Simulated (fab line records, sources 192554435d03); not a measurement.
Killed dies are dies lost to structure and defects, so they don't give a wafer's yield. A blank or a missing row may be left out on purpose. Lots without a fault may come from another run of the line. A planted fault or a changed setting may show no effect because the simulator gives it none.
fab line records | flow n5_finfet
record lots=7 wafers=20 last_day=18
route steps=1938 shown HKMG_FIN@400 BEOL_M4@1111 PASSIVATION@1936
lots that met no fault: from a run of the same line without faults
start_h: hours from the record's first day to the start of the lot's first wafer shown | wait_h: hours since the lot's step before | " the same as in the row above | L1.1+2: a row that stands for several wafers | - no value, or no start given | * or withheld: withheld | < > ~ a bound
route shown NAME@n: a module of which the file shows steps, and the number in the route of the first | usual: mean/standard deviation of fault-free wafers | same: alike in all rows | chamber/n: place in a boat | sites: the reading at each site | _std_site: their standard deviation | _edge_site: outer sites' mean less inner sites' | radius_mm: how far each site lies from the wafer's centre | mask NAME#n: copy n | behind: the tool/chamber that last shaped the wafer | hold: why the lot was held/for how many hours/how that ended | device: the transistor (n, p or np) that didn't switch | end of line: the same wafers' tests at the end of the route | a step without rows: its recipe alone | killed: dies lost to structure and defects at the first sort, not the wafer's yield | map: a wafer's dies, x killed, . not, _ none there
set.NAME: the setting as run; set.NAME@STEP: as run at that earlier step | model.NAME: the simulator's own value behind a step, which no gauge read
lots at some steps of the route; a table a step, a row a wafer
services: from which hour (start_h, from the record's first day; less than 0 if before it) a tool's chamber was out of use, for how many hours, and why
## steps
# step N5_HKMG_FIN_INSPECT_61
# recipe mode=adi inspect_instrument=macro
# usual raw_defect_count=2.1/1.4
# columns lot.wafer tool chamber start_h wait_h raw_defect_count
L148.1 defect_inspect-01 - 71.93 0.0 5
L148.5 " - " " 3
L148.6 " - " " 5
L153.1 defect_inspect-01 - 103.14 0.0 2
L153.2 " - " " 1
L153.5 " - " " 1
L154.1 defect_inspect-01 - 108.65 0.0 2
L154.3 " - " " 2
L154.5 " - " " 0
L155.1 defect_inspect-02 - 118.34 0.0 0
L155.4 " - " " 3
L155.6 " - " " 3
L158.1 defect_inspect-01 - 134.20 0.0 1
L158.5 " - " " 3
L164.3 defect_inspect-01 - 168.13 0.0 4
L164.4 " - " " 1
L164.5 " - " " 1
L167.1 defect_inspect-01 - 185.71 0.0 2
L167.2 " - " " 3
L167.4 " - " " 3
# step N5_HKMG_FIN_DESCUM_53
# recipe chemistry=O2 time_s=7.9 source_power_w=50 bias_power_w=20 pressure_mtorr=20 rf_frequency_hz=2.712e+07 temp_c=40 resist=CAR-ArF o2_flow_sccm=225
# usual drypump_motor_current_A=5.8/0.5 o2_flow_sccm=225.0/0.69 oes_product_au=0.73/0.063 rf_vpp_V=243.0/1.3 showerhead_plenum_p_Torr=2.09/0.082 throttle_valve_pct=20.44/0.28
# columns lot.wafer tool chamber start_h wait_h drypump_motor_current_A o2_flow_sccm oes_product_au rf_hours_counter_h rf_vpp_V showerhead_plenum_p_Torr throttle_valve_pct
L148.1 rie_diel-02 0 72.20 0.3 6.1 226.6 0.70 235 241.9 1.99 20.13
L148.5 " 2 " " 5.2 224.9 0.72 - 243.3 2.07 20.38
L148.6 " 1 " " 5.5 225.6 0.75 - 242.5 2.10 20.79
L153.1 rie_diel-02 3 103.51 0.4 6.4 224.0 0.75 151 242.5 2.01 20.12
L153.2 " 2 " " 5.2 225.3 0.70 212 242.5 2.07 20.38
L153.5 " 3 " " 6.3 225.2 0.75 - 241.6 2.01 20.13
L154.1 rie_diel-06 0 108.74 0.1 5.9 223.7 0.76 164 245.3 2.16 20.40
L154.3 " 2 " " 6.2 225.5 0.70 196 244.5 2.18 20.57
L154.5 " 1 " " 5.2 226.0 0.71 - 243.7 2.19 20.51
L155.1 rie_diel-03 0 118.38 0.0 4.9 224.5 0.67 232 242.9 2.07 20.36
L155.4 " 3 " " 6.1 225.8 0.69 210 242.2 1.99 20.34
L155.6 " 0 " " 4.9 224.0 0.68 - 243.6 2.07 20.37
L158.1 rie_diel-06 1 134.24 0.0 5.2 224.5 0.71 180 244.4 2.19 20.50
L158.5 " 2 " " 6.1 224.9 0.70 - 244.7 2.18 20.57
L164.3 rie_diel-03 3 168.17 0.0 6.1 224.9 0.68 227 240.8 1.98 20.36
L164.4 " 2 " " 5.6 224.2 0.74 - 240.9 1.99 20.31
L164.5 " 1 " " 5.9 224.9 0.77 - 243.1 2.20 20.97
L167.1 rie_diel-03 2 185.75 0.0 5.6 225.0 0.72 177 241.3 1.99 20.35
L167.2 " 1 " " 5.9 225.7 0.77 159 244.9 2.20 20.97
L167.4 " 3 " " 6.1 224.5 0.68 - 241.0 1.98 20.38
# step N5_HKMG_FIN_ETCH_54
# recipe chemistry=CF4 target=SiARC target_depth_a=455 mask_material=CAR-ArF time_s=75.8 ion_energy_ev=80 pressure_mtorr=40 source_w=545 bias_w=36 Ar_flow_sccm=100 cf4_flow_sccm=100 ends=cleared
# step N5_HKMG_FIN_ETCH_55
# recipe chemistry=N2/H2 target=SOC target_depth_a=2400 temp_c=40 time_s=300 ion_energy_ev=200 mask_material=SiARC pressure_mtorr=30 source_w=840 bias_w=150 n2_flow_sccm=200 h2_flow_sccm=200
# usual drypump_motor_current_A=5.8/0.5 oes_product_au=0.74/0.067 rf_vpp_V=523.7/2.7 showerhead_plenum_p_Torr=2.53/0.096 throttle_valve_pct=17.87/0.3
# columns lot.wafer tool chamber start_h wait_h drypump_motor_current_A oes_product_au rf_hours_counter_h rf_vpp_V showerhead_plenum_p_Torr throttle_valve_pct
L148.1 rie_diel-02 0 72.29 0.0 6.1 0.70 235 520.0 2.40 17.48
L148.5 " 2 " " 5.2 0.72 - 522.1 2.50 17.76
L148.6 " 1 " " 5.5 0.74 - 522.8 2.55 18.22
L153.1 rie_diel-02 3 103.60 0.0 6.4 0.75 151 522.2 2.45 17.58
L153.2 " 2 " " 5.2 0.71 212 523.0 2.50 17.78
L153.5 " 3 " " 6.3 0.75 - 522.0 2.45 17.59
L154.1 rie_diel-06 0 108.83 0.0 5.9 0.76 164 525.7 2.64 18.00
L154.3 " 2 " " 6.2 0.71 196 526.5 2.64 18.03
L154.5 " 1 " " 5.2 0.74 - 526.8 2.63 17.73
L155.1 rie_diel-03 0 118.47 0.0 4.9 0.69 232 523.8 2.51 17.77
L155.4 " 3 " " 6.1 0.69 211 518.4 2.41 17.70
L155.6 " 0 " " 4.9 0.69 - 524.7 2.51 17.77
L158.1 rie_diel-06 1 134.33 0.0 5.2 0.72 180 526.8 2.63 17.74
L158.5 " 2 " " 6.2 0.69 - 527.6 2.63 18.04
L164.3 rie_diel-03 3 168.26 0.0 6.1 0.67 227 520.1 2.40 17.74
L164.4 " 2 " " 5.7 0.73 - 521.0 2.42 17.79
L164.5 " 1 " " 5.9 0.79 - 526.4 2.65 18.41
L167.1 rie_diel-03 2 185.84 0.0 5.6 0.71 177 519.9 2.42 17.82
L167.2 " 1 " " 5.9 0.80 159 528.9 2.65 18.42
L167.4 " 3 " " 6.1 0.68 - 519.2 2.40 17.73
# step N5_HKMG_FIN_STRIP_56
# recipe chemistry=N2/H2 temp_c=40 n2_flow_sccm=200 h2_flow_sccm=200 rf_frequency_hz=6e+07
# step N5_HKMG_FIN_STRIP_57
# recipe chemistry=CF4 resist=SiARC power_w=300 bias_power_w=75 pressure_mtorr=50 cf4_flow_sccm=150 rf_frequency_hz=6e+07
# step N5_HKMG_FIN_ETCH_58
# recipe chemistry=N2/H2 target=SOC target_depth_a=2158 ion_energy_ev=50 bias_w=13 time_s=741 pressure_mtorr=30 source_w=875 n2_flow_sccm=200 h2_flow_sccm=200
# usual drypump_motor_current_A=5.8/0.5 oes_product_au=0.74/0.066 rf_vpp_V=99.0/0.97 showerhead_plenum_p_Torr=2.53/0.095 throttle_valve_pct=17.82/0.3
# columns lot.wafer tool chamber start_h wait_h drypump_motor_current_A oes_product_au rf_hours_counter_h rf_vpp_V showerhead_plenum_p_Torr throttle_valve_pct
L148.1 rie_diel-02 0 72.50 0.0 6.1 0.70 235 98.2 2.40 17.44
L148.5 " 2 " " 5.2 0.72 - 99.0 2.50 17.70
L148.6 " 1 " " 5.4 0.75 - 99.5 2.55 18.17
L153.1 rie_diel-02 3 103.81 0.0 6.3 0.76 151 97.5 2.45 17.54
L153.2 " 2 " " 5.2 0.71 213 98.4 2.50 17.74
L153.5 " 3 " " 6.3 0.76 - 99.1 2.45 17.53
L154.1 rie_diel-06 0 109.04 0.0 5.9 0.76 164 99.7 2.64 17.94
L154.3 " 2 " " 6.1 0.70 196 100.2 2.64 17.98
L154.5 " 1 " " 5.2 0.72 - 100.1 2.63 17.68
L155.1 rie_diel-03 0 118.68 0.0 4.9 0.69 232 98.5 2.51 17.75
L155.4 " 3 " " 6.1 0.69 211 98.5 2.41 17.66
L155.6 " 0 " " 4.9 0.69 - 98.1 2.51 17.72
L158.1 rie_diel-06 1 134.54 0.0 5.2 0.72 180 100.1 2.63 17.69
L158.5 " 2 " " 6.2 0.69 - 98.4 2.63 17.99
L164.3 rie_diel-03 3 168.47 0.0 6.1 0.67 227 98.5 2.40 17.69
L164.4 " 2 " " 5.7 0.73 - 97.1 2.42 17.76
L164.5 " 1 " " 5.9 0.80 - 100.3 2.65 18.38
L167.1 rie_diel-03 2 186.05 0.0 5.6 0.72 178 97.4 2.42 17.76
L167.2 " 1 " " 5.9 0.79 159 100.0 2.65 18.38
L167.4 " 3 " " 6.1 0.68 - 98.7 2.40 17.71
# step N5_HKMG_FIN_STRIP_93
# recipe chemistry=N2/H2 material=SOC time_s=20 power_w=500 temp_c=40 pressure_mtorr=50 rf_frequency_hz=6e+07 bias_power_w=8 h2_frac=0.5 n2_flow_sccm=300 h2_flow_sccm=300
# step N5_HKMG_FIN_WET_ETCH_76
# recipe chemistry=dNH4OH mix=1:50 temp_c=25 target=Al2O3 stop_on=La2O3 target_depth_nm=2.25 dry=ipa_marangoni rinse_time_s=30 rinse_temp_c=23
# step N5_HKMG_FIN_STRIP_60
# recipe chemistry=N2/H2 power_w=2500 temp_c=300 h2_frac=0.65 time_s=360 pressure_mtorr=withheld n2_flow_sccm=1750 h2_flow_sccm=3250
# usual drypump_motor_current_A=5.83/0.056 heater_power_w=434/44
# columns lot.wafer tool chamber start_h wait_h drypump_motor_current_A heater_power_w rf_hours_counter_h
L148.1 plasma_asher-02 1 73.08 0.0 5.81 372 84
L148.5 " 0 " " 5.85 458 -
L148.6 " 1 " " 5.82 378 -
L153.1 plasma_asher-02 0 104.43 0.1 5.79 444 92
L153.2 " 1 " " 5.82 374 92
L153.5 " 0 " " 5.78 455 -
L154.1 plasma_asher-02 0 109.66 0.0 5.81 458 93
L154.3 " 0 " " 5.82 459 -
L154.5 " 0 " " 5.80 460 -
L155.1 plasma_asher-02 1 119.26 0.0 5.82 388 95
L155.4 " 1 " " 5.81 383 -
L155.6 " 1 " " 5.79 375 -
L158.1 plasma_asher-01 0 135.11 0.0 5.91 418 49
L158.5 " 1 " " 5.84 491 -
L164.3 plasma_asher-01 1 169.16 0.1 5.87 491 -
L164.4 " 0 " " 5.98 442 -
L164.5 " 1 " " 5.87 501 -
L167.1 plasma_asher-01 0 186.63 0.0 5.92 427 59
L167.2 " 1 " " 5.81 491 59
L167.4 " 1 " " 5.80 494 -
# step N5_HKMG_FIN_WET_ETCH_77
# recipe chemistry=dHCl mix=1:10000 temp_c=25 target=La2O3 stop_on=HfO2 target_depth_nm=2
# step N5_HKMG_FIN_WET_ETCH_78
# recipe chemistry=dNH4OH mix=1:50 temp_c=25 target=Al2O3 stop_on=La2O3 target_depth_nm=4.5 dry=ipa_marangoni rinse_time_s=30 rinse_temp_c=23
# step N5_HKMG_FIN_ALD_79
# recipe material=TiN target_thk_a=15 temp_c=400 ald_precursor_family=TiCl4 ald_co_reactant=NH3 pulse_time_s=1 purge_time_s=3 co_reactant_purge_time_s=2 co_reactant_pulse_time_s=2 ald_cycles=68 pressure_torr=3
# usual ald_cycles=68/0 heater_power_w=874/92 precursor_pulse_height_rel=1.001/0.019
# columns lot.wafer tool chamber start_h wait_h ald_cycles heater_power_w precursor_pulse_height_rel model.TiN_of_HKMG_FIN_ALD_79.thk_nm
L148.1 ald_metal-04 1 73.57 0.0 68 832 0.988 1.6
L148.5 " 2 " " 68 779 1.027 1.6
L148.6 " 3 " " 68 870 0.985 1.6
L153.1 ald_metal-02 3 104.99 0.0 68 925 0.973 1.6
L153.2 " 1 " " 68 816 1.014 1.6
L153.5 " 2 " " 68 821 1.026 1.6
L154.1 ald_metal-02 0 110.15 0.0 54 1083 0.990 1.2
L154.3 " 1 " " 68 809 1.024 1.6
L154.5 " 2 " " 54 826 0.995 1.2
L155.1 ald_metal-02 0 119.74 0.0 54 1035 0.987 1.2
L155.4 " 3 " " 68 912 1.023 1.6
L155.6 " 3 " " 68 895 0.990 1.6
L158.1 ald_metal-02 3 135.60 0.0 54 872 1.014 1.2
L158.5 " 3 " " 54 884 1.005 1.2
L164.3 ald_metal-04 3 169.53 0.0 68 901 1.015 1.6
L164.4 " 2 " " 68 816 0.997 1.6
L164.5 " 3 " " 68 897 1.023 1.6
L167.1 ald_metal-04 0 187.11 0.0 68 1027 0.987 1.4
L167.2 " 2 " " 68 789 1.028 1.6
L167.4 " 3 " " 68 905 1.008 1.6
# step N5_HKMG_FIN_CVD_62
# recipe material=a-Si target_thk_a=30 temp_c=500 precursor=Si2H6 pressure_torr=1 time_s=20.8
# usual heater_power_w=1415/97
# columns lot.wafer tool chamber start_h wait_h heater_power_w
L148.1 thermal_cvd_si-02 0 73.94 0.2 1627
L148.5 " 1 " " 1371
L148.6 " 0 " " 1626
L153.1 thermal_cvd_si-01 1 105.35 0.2 1386
L153.2 " 2 " " 1354
L153.5 " 0 " " 1280
L154.1 thermal_cvd_si-02 1 110.51 0.2 1386
L154.3 " 2 " " 1399
L154.5 " 2 " " 1439
L155.1 thermal_cvd_si-01 2 120.11 0.2 1332
L155.4 " 0 " " 1332
L155.6 " 1 " " 1399
L158.1 thermal_cvd_si-02 2 135.96 0.2 1392
L158.5 " 0 " " 1567
L164.3 thermal_cvd_si-02 0 169.89 0.2 1610
L164.4 " 2 " " 1466
L164.5 " 0 " " 1647
L167.1 thermal_cvd_si-01 1 187.48 0.2 1424
L167.2 " 0 " " 1294
L167.4 " 1 " " 1408
# step N5_BEOL_M4_RC_MEAS_101
# usual DIBL_N=36.3/1.6 DIBL_P=36.4/2.1 IOFF_N=0.16/0.032 IOFF_P=0.22/0.044 ION_N=675/12 ION_P=463/8.3 SS_N=71.6/0.64 SS_P=73.3/0.67 VT_N=250/3.3 VT_P=-250/3.7
# columns lot.wafer tool chamber start_h wait_h DIBL_N[mV/V] DIBL_P[mV/V] IOFF_N[nA/um] IOFF_P[nA/um] ION_N[uA/um] ION_P[uA/um] SS_N[mV/dec] SS_P[mV/dec] VT_N[mV] VT_P[mV]
L148.1 prober-01 0 221.23 0.0 38.5 39.6 0.22 0.27 675 463 72.4 73.7 247 -250
L148.5 " 0 " " 35.5 35.8 0.16 0.21 669 457 71.7 72.8 247 -248
L148.6 " 0 " " 35.7 35.4 0.14 0.19 666 463 71.6 73.0 251 -249
L154.1 prober-01 0 231.76 0.0 35.4 35.1 0.14 0.18 653 449 71.6 73.9 257 -254
L154.3 " 0 " " 37.2 37.9 0.19 0.24 689 466 71.4 74.0 249 -247
L154.5 " 0 " " 36.3 36.0 0.16 0.21 675 460 71.9 73.3 252 -252
L153.1 prober-02 0 232.19 0.0 36.9 35.8 0.16 0.20 686 462 71.2 72.5 248 -251
L153.2 " 0 " " 37.4 36.2 0.18 0.22 687 459 71.3 72.7 246 -248
L153.5 " 0 " " 39.1 38.6 0.21 0.25 685 463 72.0 73.3 247 -247
L155.1 prober-01 0 252.31 0.0 35.3 37.2 0.15 0.22 674 463 72.0 73.6 253 -250
L155.4 " 0 " " 38.3 40.3 0.20 0.29 687 474 72.6 74.3 250 -244
L155.6 " 0 " " 37.8 39.4 0.19 0.27 676 463 72.0 74.6 248 -247
L158.1 prober-01 0 284.29 0.0 35.6 35.2 0.14 0.19 675 466 71.5 73.1 250 -250
L158.5 " 0 " " 37.4 37.6 0.18 0.23 678 461 71.7 73.2 248 -246
L164.3 prober-02 0 310.25 0.3 34.7 33.3 0.13 0.18 667 459 71.3 72.8 248 -253
L164.4 " 0 " " 35.7 34.1 0.14 0.19 667 460 71.6 73.3 252 -253
L164.5 " 0 " " 34.7 33.7 0.14 0.19 689 471 70.9 72.8 251 -253
L167.1 prober-02 0 317.05 0.0 37.7 37.0 0.15 0.18 685 463 71.4 73.3 250 -256
L167.2 " 0 " " 36.0 35.4 0.13 0.17 678 459 71.3 72.8 251 -254
L167.4 " 0 " " 34.7 33.3 0.10 0.13 648 443 71.1 72.2 258 -259
# step N5_PASSIVATION_PROBE_49
# usual defect_limited_yield=91.4/1.2 killed_at_M0_to_M3=35/11 killed_at_M4_up=14/6 killed_at_contacts=12/6.7 killed_at_front_end=37/9.7 killed_at_other=3.5/2.5 killed_dies=102/15 killed_open=67/12 killed_short=33/7.3 sort_bin_5_function=5.1/0.81 sort_bin_6_memory=3.2/0.65 sort_n_pass=1078/15 sort_yield_pct=91.4/1.2
# same gross_dies=1180 killed_at_back_side=0 sort_bin_4_leakage[%]=0 sort_bin_8_speed[%]=0
# columns lot.wafer tool chamber start_h wait_h defect_limited_yield[%] killed_at_M0_to_M3 killed_at_M4_up killed_at_contacts killed_at_front_end killed_at_other killed_dies killed_open killed_short sort_bin_5_function[%] sort_bin_6_memory[%] sort_n_pass sort_yield_pct[%]
L158.5 prober-02 - 390.39 0.2 90.6 29 11 27 43 1 111 79 31 5.8 3.3 1069 90.6
# killed by level:class
L158.5 MOL_CONTACT_COAG:geometric_particle:open=25 FIN_SAQP:geometric_particle:open=9 FIN_SAQP:geometric_particle:short=9 GATE_CUT:geometric_particle:short=6 BEOL_M0_SAQP:geometric_particle:open=6 BEOL_M3:geometric_particle:open=6 STI_FIN_REVEAL:geometric_particle:open=5 BEOL_M0_SAQP:geometric_particle:short=5
## services
# columns tool chamber start_h hours kind
rie_diel-02 - 56.46 2.8 pm
rie_diel-03 2 77.09 4.3 repair
rie_diel-06 - 79.36 2.8 pm
plasma_asher-01 - 99.91 6.3 repair
rie_diel-02 0 115.19 - clean
rie_diel-02 0 115.19 - consumable_replace:focus_ring
rie_diel-02 0 115.19 - consumable_replace:showerhead
rie_diel-02 0 115.19 21.1 scheduled_down
rie_diel-02 0 115.19 21.1 vent_cycle
rie_diel-06 0 119.41 1.3 repair
ald_metal-02 0 120.58 4.2 repair
rie_diel-03 2 127.70 2.8 repair
rie_diel-03 0 163.82 - clean
rie_diel-03 0 163.82 - consumable_replace:focus_ring
rie_diel-03 0 163.82 23.9 scheduled_down
rie_diel-03 0 163.82 23.9 vent_cycle
plasma_asher-01 - 173.04 2.9 repair
plasma_asher-01 - 178.82 0.7 repair
rie_diel-02 2 187.41 4.7 repair
## key
first_sign step=N5_HKMG_FIN_ALD_79 reading=ald_cycles direction=down sigmas=99+ usual=* struck=*
effect none on later readings
model_effect step=N5_HKMG_FIN_ALD_79 value=TiN_of_HKMG_FIN_ALD_79.thk_nm without=1.6 struck=1.2
met_at N5_HKMG_FIN_ALD_79
struck_wafers L154.1,L154.5,L155.1,L158.1,L158.5
baseline_loss step=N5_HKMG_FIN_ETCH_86 wafers=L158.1
onset_between 104.99 110.15
fault kind=process_parameter_drift tool=ald_metal-02 chamber=- onset_h=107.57 steps=N5_HKMG_FIN_ALD_79 channel=ald_cycles offset=* shape=step end_h=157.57 scope=struck_wafers_only acts_in=* stated=*
# baseline_loss: these wafers lose ten dies or more at that step, a loss of the line's own and not of a fault; the sort's usual values leave them out
